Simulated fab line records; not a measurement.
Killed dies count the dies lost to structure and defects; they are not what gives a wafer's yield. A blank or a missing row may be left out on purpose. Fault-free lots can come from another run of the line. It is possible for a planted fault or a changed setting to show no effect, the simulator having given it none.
fab line records ; flow n5_finfet
record: lots: 7; wafers: 21
route steps=1938 shown BEOL_M11@1565 BEOL_M12@1605 BEOL_M14@1743
start_h: the number of hours between the record's first day and the start of the first shown wafer of the lot ; wait_h: time in hours since the lot's previous step ; " identical to the entry in the row above ; L1.1+2: several wafers, shown together as one row ; - no value present, or no start provided ; * or withheld: withheld ; < > ~ a bound
route shown NAME@n: a module of which the file shows steps, and the number in the route of the first ; usual: the fault-free wafers' mean and standard deviation ; same: alike in all rows ; chamber/n: place in a boat ; sites: the reading at each site ; _std_site: the standard deviation of these ; _edge_site: the outer-site mean with the inner-site mean subtracted ; radius_mm: how far each site lies from the wafer's centre ; mask NAME#n: copy n ; behind: the tool/chamber that last shaped the wafer ; hold: why the lot was held/for how many hours/how that ended ; device: names the non-switching transistor (n, p or np) ; end of line: at the end of the route, the tests of the same wafers ; a step given without rows: its recipe and nothing more ; killed: not the wafer's yield, but the dies lost to structure and defects at the first sort ; map: dies across one wafer; x = killed, . = not, _ = none there
set.NAME: the setting that was run; set.NAME@STEP: the one run at that earlier step ; model.NAME: the simulator's own value behind a step, which no gauge read
lots run with intentionally changed settings; tables by step, rows by wafer
== steps ==
step: N5_BEOL_M11_EXPOSE_25
recipe: mask_id: V10; na: 1.35; source_shape: annular; sigma_inner: 0.5; sigma_outer: 0.8; polarization: unpolarized; dose_mj: 85.5
lot.wafer;tool;chamber;start_h;wait_h;mask;set.dose_mj
L082.1+2;arfi_scanner-01;0;274.20;-;V10#0;89.7
L082.6;arfi_scanner-01;0;274.20;-;V10#0;85.5
L083.1+4;arfi_scanner-01;0;285.43;-;V10#0;85.5
L083.6;arfi_scanner-01;0;285.43;-;V10#0;83.11
L087.1+4;arfi_scanner-03;0;318.73;-;V10#0;85.5
L087.6;arfi_scanner-03;0;318.73;-;V10#0;87.43
L090.2+3+5;arfi_scanner-02;0;330.10;-;V10#0;85.5
L092.1+3+5;arfi_scanner-02;0;332.10;-;V10#0;85.5
L093.3;arfi_scanner-03;0;339.20;-;V10#0;85.5
L093.4+6;arfi_scanner-03;0;339.20;-;V10#0;80.78
L094.1+5;arfi_scanner-02;0;360.73;-;V10#0;85.5
L094.6;arfi_scanner-02;0;360.73;-;V10#0;89.49
step: N5_BEOL_M11_PEB_26
recipe: peb_temp_c: withheld; peb_time_s: 60; resist: CAR-ArF
step: N5_BEOL_M11_DEVELOP_27
recipe: develop_time_s: 30; developer: TMAH; resist: CAR-ArF; rinse_liquid: diw; dry: air_spin; dev_temp_c: 23
step: N5_BEOL_M11_CD_MEAS_28
recipe: target_cd_nm: 70; landing_energy_ev: 500; detector: se_inlens; polarity: opening
usual: cd_nm: 70.6/1.2
lot.wafer;tool;chamber;start_h;wait_h;set.dose_mj@BEOL_M11_EXPOSE_25;cd_nm
L082.1;cd_sem-01;0;274.33;-;89.7;75.6
L082.2;cd_sem-01;0;274.33;-;89.7;75.3
L082.6;cd_sem-01;0;274.33;-;85.5;72.1
L083.1;cd_sem-02;0;285.56;-;85.5;68.8
L083.4;cd_sem-02;0;285.56;-;85.5;69.7
L083.6;cd_sem-02;0;285.56;-;83.11;66.9
L087.1;cd_sem-02;0;318.86;-;85.5;71.8
L087.4;cd_sem-02;0;318.86;-;85.5;70.8
L087.6;cd_sem-02;0;318.86;-;87.43;73.2
L090.2;cd_sem-01;0;330.23;-;85.5;71.7
L090.3;cd_sem-01;0;330.23;-;85.5;72.0
L090.5;cd_sem-01;0;330.23;-;85.5;72.2
L092.1;cd_sem-01;0;332.23;-;85.5;72.1
L092.3;cd_sem-01;0;332.23;-;85.5;71.9
L092.5;cd_sem-01;0;332.23;-;85.5;71.4
L093.3;cd_sem-02;0;339.32;-;85.5;72.0
L093.4;cd_sem-02;0;339.32;-;80.78;65.1
L093.6;cd_sem-02;0;339.32;-;80.78;67.3
L094.1;cd_sem-01;0;360.87;-;85.5;69.7
L094.5;cd_sem-01;0;360.87;-;85.5;69.2
L094.6;cd_sem-01;0;360.87;-;89.49;73.8
step: N5_BEOL_M11_DESCUM_33
recipe: chemistry: O2; time_s: 7.9; source_power_w: 50; bias_power_w: 20; pressure_mtorr: 20; rf_frequency_hz: 2.712e+07; temp_c: 40; resist: CAR-ArF; o2_flow_sccm: 225
step: N5_BEOL_M11_ETCH_65
recipe: chemistry: CF4; target: SiARC; target_depth_a: 390; mask_material: CAR-ArF; time_s: 65; ion_energy_ev: 80; pressure_mtorr: 40; source_w: 545; bias_w: 36; Ar_flow_sccm: 100; cf4_flow_sccm: 100; ends: cleared
lot.wafer;tool;chamber;start_h;wait_h;set.spin_rpm@BEOL_M11_COAT_64;model.etch.depth_nm;model.CAR-ArF_of_BEOL_M11_COAT_22.thk_nm
L082.1;rie_diel-01;1;274.45;0.0;1500;29.98;55.2
L082.2;rie_diel-01;0;274.45;0.0;1500;30.01;55.4
L082.6;rie_diel-01;3;274.45;0.0;1500;29.93;55.6
L083.1;rie_diel-01;2;285.68;0.0;1563;29.43;56.6
L083.4;rie_diel-01;0;285.68;0.0;1500;30.1;56
L083.6;rie_diel-01;1;285.68;0.0;1500;30.1;55.8
L087.1;rie_diel-01;0;318.99;0.0;1626;29.03;56.6
L087.4;rie_diel-01;1;318.99;0.0;1500;30.16;55.6
L087.6;rie_diel-01;1;318.99;0.0;1500;30.15;55.6
L090.2;rie_diel-05;2;330.35;0.0;1500;30.01;55.8
L090.3;rie_diel-05;1;330.35;0.0;1500;30.18;55.4
L090.5;rie_diel-05;1;330.35;0.0;1500;30.22;55.4
L092.1;rie_diel-03;3;332.36;0.0;1449;30.52;55
L092.3;rie_diel-03;2;332.36;0.0;1500;30.01;55.8
L092.5;rie_diel-03;0;332.36;0.0;1449;30.49;55
L093.3;rie_diel-03;3;339.44;0.0;1500;30.05;55.8
L093.4;rie_diel-03;0;339.44;0.0;1345;31.68;54
L093.6;rie_diel-03;1;339.44;0.0;1500;29.99;55.6
L094.1;rie_diel-05;2;361.53;0.0;1500;30.07;56
L094.5;rie_diel-05;0;361.53;0.0;1500;30.04;55.8
L094.6;rie_diel-05;1;361.53;0.0;1375;31.31;54.8
step: N5_BEOL_M12_COAT_04
recipe: spin_rpm: 1625; resist_thk_nm: 400
lot.wafer;tool;chamber;start_h;wait_h;set.spin_rpm;model.coat_of_BEOL_M12_COAT_04.thk_nm
L082.1;litho_track-05;0;-;-;1625;400.8
L082.2;litho_track-05;0;-;-;1625;398.6
L082.6;litho_track-05;0;-;-;1625;398.4
L083.1;litho_track-01;0;-;-;1625;400.6
L083.4+6;litho_track-01;0;-;-;1625;400.2
L087.1;litho_track-01;0;-;-;1625;399.8
L087.4;litho_track-01;0;-;-;1728;387.6
L087.6;litho_track-01;0;-;-;1728;387
L090.2;litho_track-01;0;-;-;1625;399
L090.3;litho_track-01;0;-;-;1625;399.8
L090.5;litho_track-01;0;-;-;1625;400
L092.1;litho_track-05;0;-;-;1625;398.4
L092.3;litho_track-05;0;-;-;1625;400.2
L092.5;litho_track-05;0;-;-;1709;390.2
L093.3;litho_track-05;0;-;-;1625;399.2
L093.4+6;litho_track-05;0;-;-;1625;399.4
L094.1;litho_track-05;0;-;-;1778;382.8
L094.5+6;litho_track-05;0;-;-;1625;399.2
step: N5_BEOL_M12_PEB_08
recipe: peb_temp_c: 130; peb_time_s: 90
lot.wafer;tool;chamber;start_h;wait_h;set.peb_time_s
L082.1+6;litho_track-05;0;277.51;0.1;76
L082.2;litho_track-05;0;277.51;0.1;90
L083.1+4+6;litho_track-01;0;289.66;0.1;90
L087.1+4;litho_track-05;0;322.63;0.1;90
L087.6;litho_track-05;0;322.63;0.1;108.5
L090.2+3+5;litho_track-03;0;333.92;0.0;90
L092.1+5;litho_track-05;0;336.13;0.1;90
L092.3;litho_track-05;0;336.13;0.1;95.56
L093.3;litho_track-05;0;345.69;0.0;97.71
L093.4+6;litho_track-05;0;345.69;0.0;90
L094.1+5+6;litho_track-05;0;366.20;0.1;90
step: N5_BEOL_M12_DEVELOP_09
recipe: develop_time_s: 45; rinse_liquid: diw; dry: air_spin; dev_temp_c: 21
step: N5_BEOL_M12_HARDBAKE_14
recipe: temp_c: 130; time_s: 120
step: N5_BEOL_M12_DESCUM_15
recipe: chemistry: O2; time_s: 7.9; source_power_w: 50; bias_power_w: 20; pressure_mtorr: 20; rf_frequency_hz: 2.712e+07; temp_c: 40; o2_flow_sccm: 225
step: N5_BEOL_M12_ETCH_59
recipe: chemistry: N2/H2; target: BARC; target_depth_a: 890; overetch_a: 267; time_s: 67.9; ion_energy_ev: 200; pressure_mtorr: 30; source_w: 840; bias_w: 150; n2_flow_sccm: 200; h2_flow_sccm: 200
lot.wafer;tool;chamber;start_h;wait_h;set.spin_rpm@BEOL_M12_COAT_04;model.coat_of_BEOL_M12_COAT_04.thk_nm
L082.1;rie_diel-02;1;277.74;0.0;1625;319.8
L082.2;rie_diel-02;2;277.74;0.0;1625;317.8
L082.6;rie_diel-02;3;277.74;0.0;1625;313.8
L083.1;rie_diel-06;0;289.90;0.0;1625;314.2
L083.4;rie_diel-06;1;289.90;0.0;1625;318.8
L083.6;rie_diel-06;1;289.90;0.0;1625;318.6
L087.1;rie_diel-06;1;323.18;0.0;1625;318.2
L087.4;rie_diel-06;3;323.18;0.0;1728;305.8
L087.6;rie_diel-06;0;323.18;0.0;1728;301.6
L090.2;rie_diel-06;0;334.16;0.0;1625;314
L090.3;rie_diel-06;2;334.16;0.0;1625;322
L090.5;rie_diel-06;2;334.16;0.0;1625;322.4
L092.1;rie_diel-04;0;336.37;0.0;1625;316.4
L092.3;rie_diel-04;2;336.37;0.0;1625;317.4
L092.5;rie_diel-04;0;336.37;0.0;1709;308.4
L093.3;rie_diel-06;0;345.93;0.0;1625;313.2
L093.4;rie_diel-06;3;345.93;0.0;1625;317.2
L093.6;rie_diel-06;3;345.93;0.0;1625;317.8
L094.1;rie_diel-04;0;366.44;0.0;1778;300.4
L094.5;rie_diel-04;1;366.44;0.0;1625;317.4
L094.6;rie_diel-04;0;366.44;0.0;1625;317.2
step: N5_BEOL_M12_TRENCH_ETCH_34
recipe: chemistry: C4F8/O2/Ar; target: SiOC; target_depth_a: 3189.5; mask_material: SOC; pressure_mtorr: 30; source_w: 3000; bias_w: 700; Ar_flow_sccm: 400; C4F8_flow_sccm: 15; O2_flow_sccm: 8; he_inner_torr: 15; he_outer_torr: 30; time_s: 125.5; ion_energy_ev: 250
lot.wafer;tool;chamber;start_h;wait_h;set.time_s;model.etch.depth_nm
L082.1;rie_diel-06;1;279.11;0.0;125.5;322.6
L082.2;rie_diel-06;2;279.11;0.0;153.5;378.9
L082.6;rie_diel-06;3;279.11;0.0;153.5;391.8
L083.1;rie_diel-02;3;291.40;0.0;125.5;316.2
L083.4;rie_diel-02;0;291.40;0.0;125.5;331.5
L083.6;rie_diel-02;3;291.40;0.0;97.4;247.1
L087.1;rie_diel-04;2;324.77;0.0;110.9;287.1
L087.4;rie_diel-04;3;324.77;0.0;125.5;315.7
L087.6;rie_diel-04;2;324.77;0.0;110.9;286.1
L090.2;rie_diel-04;0;335.53;0.0;125.5;315.4
L090.3;rie_diel-04;1;335.53;0.0;125.5;316.9
L090.5;rie_diel-04;3;335.53;0.0;125.5;306.1
L092.1;rie_diel-02;0;337.90;0.0;135.6;357.6
L092.3;rie_diel-02;3;337.90;0.0;135.6;344.9
L092.5;rie_diel-02;2;337.90;0.0;125.5;319.2
L093.3;rie_diel-04;1;347.29;0.0;139.3;352.5
L093.4;rie_diel-04;2;347.29;0.0;139.3;356.1
L093.6;rie_diel-04;3;347.29;0.0;125.5;308.6
L094.1;rie_diel-02;0;367.80;0.0;125.5;327.1
L094.5;rie_diel-02;3;367.80;0.0;125.5;310.4
L094.6;rie_diel-02;0;367.80;0.0;133.8;347.4
step: N5_BEOL_M12_STRIP_70
recipe: chemistry: C4F8/O2/Ar; resist: SiARC; rf_frequency_hz: 6e+07
step: N5_BEOL_M12_OCD_MEAS_35
usual: trench_depth_nm: 319/5.9
lot.wafer;tool;chamber;start_h;wait_h;set.time_s@BEOL_M12_TRENCH_ETCH_34;trench_depth_nm
L082.1;ocd-02;-;279.26;0.0;125.5;322
L082.2;ocd-02;-;279.26;0.0;153.5;379
L082.6;ocd-02;-;279.26;0.0;153.5;392
L083.1;ocd-02;-;291.56;0.0;125.5;316
L083.4;ocd-02;-;291.56;0.0;125.5;331
L083.6;ocd-02;-;291.56;0.0;97.4;247
L087.1;ocd-01;-;324.92;0.0;110.9;287
L087.4;ocd-01;-;324.92;0.0;125.5;316
L087.6;ocd-01;-;324.92;0.0;110.9;287
L090.2;ocd-01;-;335.68;0.0;125.5;315
L090.3;ocd-01;-;335.68;0.0;125.5;317
L090.5;ocd-01;-;335.68;0.0;125.5;306
L092.1;ocd-01;-;338.05;0.0;135.6;357
L092.3;ocd-01;-;338.05;0.0;135.6;345
L092.5;ocd-01;-;338.05;0.0;125.5;320
L093.3;ocd-02;-;347.45;0.0;139.3;353
L093.4;ocd-02;-;347.45;0.0;139.3;357
L093.6;ocd-02;-;347.45;0.0;125.5;309
L094.1;ocd-02;-;367.95;0.0;125.5;327
L094.5;ocd-02;-;367.95;0.0;125.5;311
L094.6;ocd-02;-;367.95;0.0;133.8;348
step: N5_BEOL_M12_SPUTTER_45
recipe: material: Cu; target_thk_a: 800; temp_c: -20; bias_v: 60; power_w: 26000; chamber_pressure_pa: 0.13; time_s: 13.33
lot.wafer;tool;chamber;start_h;wait_h;set.time_s
L082.1;pvd_sputter-03;-;281.64;0.0;13.33
L082.2+6;pvd_sputter-03;-;281.64;0.0;15.23
L083.1+4+6;pvd_sputter-03;-;292.61;0.0;13.33
L087.1+4+6;pvd_sputter-03;-;328.80;0.0;13.33
L090.2+3+5;pvd_sputter-03;-;338.79;0.0;13.33
L092.1;pvd_sputter-02;-;338.94;0.0;12.37
L092.3+5;pvd_sputter-02;-;338.94;0.0;13.33
L093.3+4;pvd_sputter-01;-;350.60;0.0;13.33
L093.6;pvd_sputter-01;-;350.60;0.0;15.08
L094.1+5+6;pvd_sputter-01;-;371.84;0.0;13.33
step: N5_BEOL_M12_ECD_47
recipe: material: Cu; target_thk_a: 7200
step: N5_BEOL_M12_ANNEAL_48
recipe: temp_c: 225; time_s: 90; ambient: N2
step: N5_BEOL_M12_CMP_49
recipe: stop_on: SiOC; t_overpolish_s: 20.6; down_force_psi: 1; platen_rpm: 50; clearing_platen_down_force_psi: 1.5; clearing_platen_rpm: 50; post_cmp_clean: cu_alkaline; target_thk_nm: 320; clearing_platen_pad_velocity_m_s: 0.99484; pad_velocity_m_s: 0.99484
lot.wafer;tool;chamber;start_h;wait_h;set.time_s@BEOL_M12_TRENCH_ETCH_34;model.Cu_of_BEOL_M12_ECD_47.thk_nm
L082.2+6;cmp-01;2;282.20;0.2;153.5;-
L082.1;cmp-01;0;282.20;0.2;125.5;324
L083.4;cmp-04;2;293.32;0.2;125.5;331.2
L083.1;cmp-04;0;293.32;0.2;125.5;316.8
L083.6;cmp-04;1;293.32;0.2;97.4;248
L087.1;cmp-01;2;329.36;0.3;110.9;289
L087.4;cmp-01;0;329.36;0.3;125.5;317.2
L087.6;cmp-01;3;329.36;0.3;110.9;288.2
L090.2+3;cmp-04;3,2;339.47;0.2;125.5;319.4
L090.5;cmp-04;0;339.47;0.2;125.5;309.2
L092.1;cmp-03;1;339.65;0.3;135.6;-
L092.3;cmp-03;2;339.65;0.3;135.6;347
L092.5;cmp-03;0;339.65;0.3;125.5;322
L093.4;cmp-01;3;351.23;0.2;139.3;357.4
L093.3;cmp-01;0;351.23;0.2;139.3;354
L093.6;cmp-01;1;351.23;0.2;125.5;-
L094.1;cmp-03;0;372.88;0.4;125.5;327
L094.5;cmp-03;1;372.88;0.4;125.5;311.2
L094.6;cmp-03;2;372.88;0.4;133.8;348
step: N5_BEOL_M12_PRE_CLEAN_52
recipe: gas: NH3; time_s: 15; temp_c: withheld; rf_power_w: 300
step: N5_BEOL_M12_DEP_53
recipe: material: SiCN; target_thk_a: 300; temp_c: withheld; precursor: 3MS/NH3; pressure_torr: 3; rf_w: 675; time_s: 10.5
step: N5_BEOL_M12_RS_MEAS_54
recipe: thk_meas_gauge: four-point-probe; reads: Cu_of_BEOL_M12_ECD_47+Ta_of_BEOL_M12_SPUTTER_44+TaN_of_BEOL_M12_SPUTTER_43
usual: M12_RS: 0.0599/0.0012
lot.wafer;tool;chamber;start_h;wait_h;set.time_s@BEOL_M12_TRENCH_ETCH_34;M12_RS[ohm/sq]
L082.1;film_metro-02;-;282.62;0.0;125.5;0.0593
L082.2;film_metro-02;-;282.62;0.0;153.5;0.0502
L082.6;film_metro-02;-;282.62;0.0;153.5;0.0483
L083.1;film_metro-01;-;293.70;0.0;125.5;0.0606
L083.4;film_metro-01;-;293.70;0.0;125.5;0.0579
L083.6;film_metro-01;-;293.70;0.0;97.4;0.0783
L087.1;film_metro-02;-;329.81;0.1;110.9;0.0668
L087.4;film_metro-02;-;329.81;0.1;125.5;0.0605
L087.6;film_metro-02;-;329.81;0.1;110.9;0.0669
L090.2;film_metro-02;-;339.93;0.1;125.5;0.0602
L090.3;film_metro-02;-;339.93;0.1;125.5;0.0601
L090.5;film_metro-02;-;339.93;0.1;125.5;0.0624
L092.1;film_metro-02;-;340.06;0.1;135.6;0.0532
L092.3;film_metro-02;-;340.06;0.1;135.6;0.0551
L092.5;film_metro-02;-;340.06;0.1;125.5;0.0596
L093.3;film_metro-01;-;351.58;0.0;139.3;0.0541
L093.4;film_metro-01;-;351.58;0.0;139.3;0.0535
L093.6;film_metro-01;-;351.58;0.0;125.5;0.0623
L094.1;film_metro-01;-;373.18;0.0;125.5;0.0586
L094.5;film_metro-01;-;373.18;0.0;125.5;0.0617
L094.6;film_metro-01;-;373.18;0.0;133.8;0.0550
step: N5_BEOL_M14_PEB_26
recipe: peb_temp_c: 130; peb_time_s: 90
lot.wafer;tool;chamber;start_h;wait_h;set.peb_temp_c
L082.1+6;litho_track-05;0;289.80;0.1;130
L082.2;litho_track-05;0;289.80;0.1;126.4
L083.1+4;litho_track-02;0;300.48;0.1;128.3
L083.6;litho_track-02;0;300.48;0.1;130
L087.1+4+6;litho_track-05;0;336.32;0.1;130
L090.2+3+5;litho_track-05;0;351.59;0.0;130
L092.1+3+5;litho_track-02;0;351.84;0.1;130
L093.3+4;litho_track-05;0;357.42;0.0;131
L093.6;litho_track-05;0;357.42;0.0;130
L094.1+6;litho_track-03;0;383.23;0.1;127.6
L094.5;litho_track-03;0;383.23;0.1;130
step: N5_BEOL_M14_DEVELOP_27
recipe: develop_time_s: 45; rinse_liquid: diw; dry: air_spin; dev_temp_c: 21
step: N5_BEOL_M14_HARDBAKE_32
recipe: temp_c: 130; time_s: 120
step: N5_BEOL_M14_CD_MEAS_28
recipe: target_cd_nm: 284.4; landing_energy_ev: 500; detector: se_inlens
usual: cd_nm: 285.8/2.2
lot.wafer;tool;chamber;start_h;wait_h;set.peb_temp_c@BEOL_M14_PEB_26;cd_nm
L082.1;cd_sem-01;0;289.91;-;130;285.9
L082.2;cd_sem-01;0;289.91;-;126.4;268.2
L082.6;cd_sem-01;0;289.91;-;130;284.5
L083.1;cd_sem-03;0;300.60;-;128.3;277.1
L083.4;cd_sem-03;0;300.60;-;128.3;277.7
L083.6;cd_sem-03;0;300.60;-;130;286.4
L087.1;cd_sem-01;0;336.44;-;130;288.4
L087.4;cd_sem-01;0;336.44;-;130;286.0
L087.6;cd_sem-01;0;336.44;-;130;286.2
L090.2;cd_sem-02;0;351.71;-;130;282.7
L090.3;cd_sem-02;0;351.71;-;130;284.6
L090.5;cd_sem-02;0;351.71;-;130;285.2
L092.1;cd_sem-01;0;351.95;-;130;284.8
L092.3;cd_sem-01;0;351.95;-;130;285.5
L092.5;cd_sem-01;0;351.95;-;130;287.5
L093.3;cd_sem-01;0;357.54;-;131;286.8
L093.4;cd_sem-01;0;357.54;-;131;287.2
L093.6;cd_sem-01;0;357.54;-;130;284.7
L094.1;cd_sem-02;0;383.35;-;127.6;276.3
L094.5;cd_sem-02;0;383.35;-;130;285.8
L094.6;cd_sem-02;0;383.35;-;127.6;271.1
== key ==
split: step: N5_BEOL_M11_EXPOSE_25; setting: dose_mj; stated: 85.5; by: wafer
response: step: N5_BEOL_M11_CD_MEAS_28; reading: cd_nm; change: +0.883; per: 1%; r: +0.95
split: step: N5_BEOL_M12_COAT_04; setting: spin_rpm; stated: 1625; by: wafer
response: step: N5_BEOL_M12_COAT_04; reading: model.coat_of_BEOL_M12_COAT_04.thk_nm; change: -1.8; per: 1%; r: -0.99
response: step: N5_BEOL_M12_ETCH_59; reading: model.coat_of_BEOL_M12_COAT_04.thk_nm; change: -1.9; per: 1%; r: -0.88
split: step: N5_BEOL_M12_PEB_08; setting: peb_time_s; stated: 90; by: wafer
response none clear
split: step: N5_BEOL_M12_TRENCH_ETCH_34; setting: time_s; stated: 125.5; by: wafer
response: step: N5_BEOL_M12_TRENCH_ETCH_34; reading: model.etch.depth_nm; change: +3.23; per: 1%; r: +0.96
response: step: N5_BEOL_M12_OCD_MEAS_35; reading: trench_depth_nm; change: +3.24; per: 1%; r: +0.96
response: step: N5_BEOL_M12_CMP_49; reading: model.Cu_of_BEOL_M12_ECD_47.thk_nm; change: +3.26; per: 1%; r: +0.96
response: step: N5_BEOL_M12_RS_MEAS_54; reading: M12_RS; change: -0.000656; per: 1%; r: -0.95
split: step: N5_BEOL_M12_SPUTTER_45; setting: time_s; stated: 13.33; by: wafer
response none clear
split: step: N5_BEOL_M14_PEB_26; setting: peb_temp_c; stated: 130; by: wafer
response: step: N5_BEOL_M14_CD_MEAS_28; reading: cd_nm; change: +6.19; per: 1%; r: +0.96
split outside_this_file step=N5_BEOL_M11_COAT_64 setting=spin_rpm
split outside_this_file: this setting was split too, and the file shows its column; the key of that split is in another file
